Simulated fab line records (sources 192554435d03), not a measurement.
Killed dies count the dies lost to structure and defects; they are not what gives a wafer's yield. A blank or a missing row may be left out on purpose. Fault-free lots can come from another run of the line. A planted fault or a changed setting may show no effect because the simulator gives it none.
Comparing a struck lot with a sound one -- flow n5_finfet -- 23 out of 1938 route steps
Sound: wafers L321.2, L321.3, L321.5. The struck wafers were L319.1, L319.2, L319.4. The cause comes at the end.
Order at every step that has rows: each side's tool, ch and its chambers, its first start. Under that, the readings that differ: sound wafers -- struck wafers -- difference of the means -- sigmas: that difference in standard deviations of wafers without a fault.
alike: readings whose means differ by less than 2 such deviations, and words and numbers that are the same on both sides. not compared: withheld readings, readings that some wafer has no value for, bounds like >300 that may hide the same value, and numbers for which the record gives no deviation and whose values overlap.
A row with sigmas, a row that says differs or no value, or rows on one side alone: a step with any of these is where the two part. Numbers that have no deviation but don't overlap get no sigmas and don't part them. A reading that every wafer of one side lacks parts them only if that side has two wafers or more.

first, 8 steps without rows for these wafers: N5_BEOL_M3_PRE_CLEAN_60 (time 15 s); N5_BEOL_M3_CO_CAP_55 (material Co, precursor CCTBA/H2, target thk 2 nm, time 102.1 s); N5_BEOL_M3_PRE_CLEAN_56 (time 15 s); N5_BEOL_M3_DEP_57 (deposits SiCN from 3MS/NH3, target thk 8 nm, time 14 s); N5_BEOL_M4_ILD_DEP_00 (deposits SiOC from DEMS/O2, target thk 79 nm, time 15.3 s); N5_BEOL_M4_PECVD_72 (deposits SiO2 from TEOS/O2, target thk 16 nm, time 18 s); N5_BEOL_M4_HM_DEP_02 (deposits TiN, target thk 20 nm); N5_BEOL_M4_COAT_61 (time 60 s, resist thk 60 nm).
N5_BEOL_M4_COAT_62: time 60 s, resist thk 12 nm.
  sound on litho_track-02 ch 0, day 12 23:23; struck on litho_track-01 ch 0, day 13 04:44
reading,sound,struck,difference,sigmas
plate_temp_C (C),219.60 219.72 219.86,219.98 220.07 220.17,+0.35,+2
spin_speed_rpm (rpm),1500.9 1501.0 1500.5,1778.5 1776.8 1777.1,+276.7,+99 or more
model.SiARC_of_BEOL_M4_COAT_62.thk_nm (nm),12 12 12,11 11 11,-1,
then, 9 steps without rows for these wafers: N5_BEOL_M4_COAT_73 (time 60 s, resist thk 5 nm); N5_BEOL_M4_COAT_05 (resist thk 30 nm); N5_BEOL_M4_EBR_07; N5_BEOL_M4_SOFTBAKE_06 (time 60 s); N5_BEOL_M4_EXPOSE_08 (exposes mask M4); N5_BEOL_M4_PEB_09 (peb time 60 s); N5_BEOL_M4_DEVELOP_10 (develop time 30 s); N5_BEOL_M4_DESCUM_16 (chemistry O2, time 7 s); N5_BEOL_M4_ETCH_74 (etches underlayer in N2/H2, target depth 6.5 nm, time 5.2 s).
N5_BEOL_M4_ETCH_63: etches SiARC in CF4, target depth 15.6 nm, time 26 s.
  sound on rie_diel-02 ch 0,1,2, day 12 23:58; struck on rie_diel-06 ch 1,2, day 13 05:22
reading,sound,struck,difference,sigmas
etch_rf_on_time_s (s),27.0 25.9 26.2,24.5 25.3 25.4,-1.3,-2
model.etch.depth_nm (nm),11.99 11.98 12.01,11.01 11.08 11.04,-0.95,
model.CAR-EUV_of_BEOL_M4_COAT_05.thk_nm (nm),11.2 11 11.2,11.8 11.8 11.8,+0.7,
  alike: chamber_pressure_mTorr, drypump_motor_current_A, oes_product_au, rf_vpp_V, showerhead_plenum_p_Torr, throttle_valve_pct
  not compared: rf_hours_counter_h
N5_BEOL_M4_ETCH_64: etches SOC in N2/H2, target depth 75 nm, overetch 22.5 nm, time 121.9 s.
  sound on rie_diel-02 ch 0,1,2, day 12 23:59; struck on rie_diel-06 ch 1,2, day 13 05:24
reading,sound,struck,difference,sigmas
model.SiARC_of_BEOL_M4_COAT_62.thk_nm (nm),6.4 6.6 6,5.2 5.6 5.6,-0.9,
  alike: chamber_pressure_mTorr, drypump_motor_current_A, n2_flow_sccm, oes_product_au, rf_vpp_V, showerhead_plenum_p_Torr, temp_c, throttle_valve_pct
  not compared: rf_hours_counter_h
then, 1 step without rows for these wafers: N5_BEOL_M4_STRIP_65 (strips in N2/H2).
N5_BEOL_M4_RC_MEAS_101:
  sound on prober-02 ch 0, day 13 08:22; struck on prober-02 ch 0, day 14 06:43
  alike: DIBL_N, DIBL_P, IOFF_N, IOFF_P, ION_N, ION_P, SS_N, SS_P, VT_N, VT_P
N5_PASSIVATION_PROBE_49:
  sound wafers here have rows in the record (prober-01, day 17 20:33); struck ones have none

WHERE THEY PART
Earliest at N5_BEOL_M4_COAT_62; latest, in this record, at N5_PASSIVATION_PROBE_49.

WHY: whatever the simulator had introduced
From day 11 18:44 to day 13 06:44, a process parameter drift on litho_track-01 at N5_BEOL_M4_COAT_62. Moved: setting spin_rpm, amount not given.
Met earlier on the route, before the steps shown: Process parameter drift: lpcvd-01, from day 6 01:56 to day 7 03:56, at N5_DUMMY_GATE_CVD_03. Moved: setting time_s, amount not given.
